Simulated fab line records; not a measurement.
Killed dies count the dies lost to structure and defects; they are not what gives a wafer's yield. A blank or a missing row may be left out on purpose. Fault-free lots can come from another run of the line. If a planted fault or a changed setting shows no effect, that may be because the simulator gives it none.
2 desks looking at one fault + flow n5_finfet + each desk has only its own numbers; what lay behind them comes last

== FOR THE TOOL OWNER'S DESK: krf_scanner-01 ==
The tool's own readings at N5_BEOL_M14_EXPOSE_25 (exposes mask M14, target cd 280 nm): means of the sampled wafers that have a number, for each lot that ran on this tool. Marked OUT: a lot whose mean sits more than 4 standard deviations from the usual mean, which makes it out of limits; the brackets give that distance.
Columns: A = exposure_dose_mJ_cm2 at N5_BEOL_M14_EXPOSE_25, usual 26.573; B = focus_offset_nm at N5_BEOL_M14_EXPOSE_25, usual -0.1 nm; C = reticle_temp_C at N5_BEOL_M14_EXPOSE_25, usual 23.02 C
| lot  | first seen here | A                        | B    | C     |
|------|-----------------|--------------------------|------|-------|
| L646 | day 11 17:40    | 26.554                   | -1.1 | 23.00 |
| L645 | day 11 18:02    | 26.560                   | 0.0  | 22.91 |
| L649 | day 12 15:37    | 22.711 (-99 or more) OUT | 0.2  | 23.13 |
| L653 | day 14 06:26    | 23.484 (-99 or more) OUT | 0.5  | 22.93 |
Finding of this desk: L649, L653 out of limits; the first was L649 at day 12 15:37, on exposure_dose_mJ_cm2 at N5_BEOL_M14_EXPOSE_25. L646, L645 stayed within limits.

== METROLOGY DESK ==
What the gauges read, lot by lot, whatever tool the lot ran on: means of the sampled wafers that have a number. Marked OUT: a lot whose mean sits more than 4 standard deviations from the usual mean, which makes it out of limits; the brackets give that distance.
Columns: A = cd_nm at N5_BEOL_M14_CD_MEAS_17, usual 249 nm; B = cd_nm at N5_BEOL_M14_CD_MEAS_28, usual 282.9 nm
| lot  | first seen here | A   | B                |
|------|-----------------|-----|------------------|
| L643 | day 11 01:07    | 249 | 283.9            |
| L646 | day 11 17:30    | 248 | 285.1            |
| L645 | day 11 17:52    | 253 | 287.7            |
| L649 | day 12 15:28    | 250 | 256.1 (-11) OUT  |
| L653 | day 14 06:09    | 255 | 263.4 (-7.8) OUT |
| L656 | day 14 23:08    | 250 | 280.1            |
| L657 | day 15 02:20    | 247 | 281.5            |
| L660 | day 16 02:58    | 251 | 284.7            |
| L664 | day 16 16:04    | 246 | 283.1            |
| L661 | day 17 01:59    | 249 | 283.8            |
| L666 | day 18 01:58    | 249 | 284.3            |
Finding of this desk: L649, L653 out of limits; the first was L649 at day 12 15:47, on cd_nm at N5_BEOL_M14_CD_MEAS_28. L643, L646, L645, L656, L657, L660, L664, L661, L666 stayed within limits.

== PUT TOGETHER ==
The tool owner's desk could have raised an alarm at day 12 15:37, on L649, L653.
On L649, L653, the metrology desk was in a position to raise an alarm at day 12 15:47.
Of the lots named, all ran N5_BEOL_M14_EXPOSE_25 on krf_scanner-01.

== WHAT THE SIMULATOR HAD PUT IN ==
Drift in process parameters on krf_scanner-01 at N5_BEOL_M14_EXPOSE_25, starting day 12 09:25. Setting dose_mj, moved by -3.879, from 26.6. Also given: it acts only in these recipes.
Lots struck among those shown: L649, L653.
Time in hours from fault onset to the first out-of-limits reading at each desk: tool owner's desk 6, metrology desk 6.
